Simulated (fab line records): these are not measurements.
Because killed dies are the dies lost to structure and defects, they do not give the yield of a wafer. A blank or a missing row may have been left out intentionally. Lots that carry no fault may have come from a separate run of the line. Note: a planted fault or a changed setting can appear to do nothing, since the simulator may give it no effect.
Which of the tools did it? | flow nandHarc | at 1 step of a route of 1302, 6 lots with 18 wafers sampled

WHAT EACH GAUGE READ, for each wafer
NHARC_THIN_TSV_CD_MEAS_12 targets a cd of 1000 nm.
lot  | measured     | on       | cdNm (nm)
L584 | day 24 08:42 | cdSem-02 | 997.9 997.3 996.9
L582 | day 24 11:07 | cdSem-01 | 998.9 998.5 1000.0
L587 | day 25 11:55 | cdSem-02 | 1002.6 1003.6 1001.5
L593 | day 28 20:37 | cdSem-03 | 998.2 999.1 1001.0
L598 | day 30 12:57 | cdSem-01 | 999.9 999.5 1002.9
L603 | day 32 05:01 | cdSem-02 | 1000.3 998.7 998.8

TOOL THAT RAN EACH LOT (tool first, then ch and the chambers of the sampled wafers, then the start)
The record shows no process step preceding these readings.

THE ANSWER, worked out from the rows above alone
Rule: the lots themselves supply what counts as usual. The widest of any qualifying gaps counts: lots, ordered by their means at a reading, are off when they make up no more than a third of the lots, leave a main group of 4 or more, and stand apart from it by 3 or more times the standard deviation of that group's means. If all means in a main group match to the digits the tables above print for the reading, that group is not used. Also off: a lot with no number at a reading for which 4 or more lots have one. The other lots that the step has rows for count as sound.
No lot is off on any of the readings shown, so nothing can be concluded from this.

WHAT THE SIMULATOR HAD INSERTED
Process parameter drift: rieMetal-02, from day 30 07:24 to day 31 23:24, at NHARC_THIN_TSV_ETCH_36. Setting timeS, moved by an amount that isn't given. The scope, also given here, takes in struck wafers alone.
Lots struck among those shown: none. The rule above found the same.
